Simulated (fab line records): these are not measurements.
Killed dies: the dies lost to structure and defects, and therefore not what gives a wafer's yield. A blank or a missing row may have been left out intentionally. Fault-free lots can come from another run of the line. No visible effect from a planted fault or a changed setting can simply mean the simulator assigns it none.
Which tool was responsible? :: flow n5Finfet :: 72 wafers sampled from 24 lots at 1 step of a route of 1938

== WHAT THE GAUGES READ, wafer by wafer ==
N5_BEOL_M8_OCD_MEAS_38. Usual: trenchDepthNm reads 94.3 nm (standard deviation 1.7).
lot: L076
measured: day 9 22:19
on: ocd-02
trenchDepthNm (nm): 96.7 91.2 92.9
flag: 

lot: L074
measured: day 9 22:22
on: ocd-02
trenchDepthNm (nm): 93.1 94.4 95.0
flag: 

lot: L075
measured: day 10 04:35
on: ocd-02
trenchDepthNm (nm): 95.3 93.9 94.7
flag: 

lot: L077
measured: day 11 00:14
on: ocd-02
trenchDepthNm (nm): 95.8 92.2 95.1
flag: 

lot: L078
measured: day 11 02:50
on: ocd-01
trenchDepthNm (nm): 96.1 95.5 96.1
flag: 

lot: L079
measured: day 11 04:23
on: ocd-01
trenchDepthNm (nm): 95.4 94.1 95.2
flag: 

lot: L080
measured: day 11 11:29
on: ocd-02
trenchDepthNm (nm): 95.2 95.6 96.2
flag: 

lot: L081
measured: day 11 11:42
on: ocd-02
trenchDepthNm (nm): 95.6 96.2 97.2
flag: 

lot: L082
measured: day 11 12:23
on: ocd-02
trenchDepthNm (nm): 95.4 89.8 96.1
flag: 

lot: L083
measured: day 11 21:58
on: ocd-02
trenchDepthNm (nm): 94.0 93.5 93.1
flag: 

lot: L085
measured: day 12 00:49
on: ocd-01
trenchDepthNm (nm): 96.1 95.6 95.6
flag: 

lot: L084
measured: day 12 04:41
on: ocd-01
trenchDepthNm (nm): 97.0 94.5 93.3
flag: 

lot: L087
measured: day 13 03:43
on: ocd-01
trenchDepthNm (nm): 93.7 93.9 95.4
flag: 

lot: L089
measured: day 13 16:05
on: ocd-01
trenchDepthNm (nm): 95.9 92.3 92.4
flag: 

lot: L088
measured: day 13 19:01
on: ocd-02
trenchDepthNm (nm): 96.9 96.8 94.9
flag: 

lot: L086
measured: day 13 19:05
on: ocd-01
trenchDepthNm (nm): 90.1 93.2 93.6
flag: 

lot: L090
measured: day 14 03:26
on: ocd-02
trenchDepthNm (nm): 94.2 96.0 96.0
flag: 

lot: L091
measured: day 15 04:29
on: ocd-01
trenchDepthNm (nm): 91.0 94.7 95.2
flag: 

lot: L093
measured: day 15 07:10
on: ocd-01
trenchDepthNm (nm): 97.6 94.4 96.4
flag: 

lot: L094
measured: day 15 11:42
on: ocd-02
trenchDepthNm (nm): 95.9 91.3 96.7
flag: 

lot: L092
measured: day 15 11:53
on: ocd-01
trenchDepthNm (nm): 96.5 93.4 96.1
flag: 

lot: L096
measured: day 16 09:05
on: ocd-02
trenchDepthNm (nm): 95.0 93.4 93.8
flag: 

lot: L095
measured: day 16 09:17
on: ocd-02
trenchDepthNm (nm): 89.8 95.3 94.8
flag: 

lot: L097
measured: day 16 13:53
on: ocd-01
trenchDepthNm (nm): 93.0 95.7 92.7
flag: 

== WHICH TOOL RAN EACH LOT (tool, then ch and the chambers of the sampled wafers, then the start) ==
Record: no process step prior to these readings.

== AS READ BY THE TOOLS THEMSELVES (means over the sampled wafers that have a number; for cases with no such wafer, the mark the record gives instead) ==
The record holds no such reading with a usual standard deviation.

== THE ANSWER, worked out from the rows above alone ==
Rule: a lot is off if the mean of its wafers that have a number lies more than 3 standard deviations from the usual mean. A lot without any number at a reading at which 4 lots or more have one is off too. All remaining lots with rows at the step are treated as sound. Order of review: gauges by route order, followed by the tools' own readings, for which a lot's mean as printed above is used. The first step at which some lot is off is used, and at that step the reading that is off furthest; a lot without a number counts as furthest.
Across all readings shown, no lot is off: no conclusion can be drawn from this.

== WHAT THE SIMULATOR PUT IN ==
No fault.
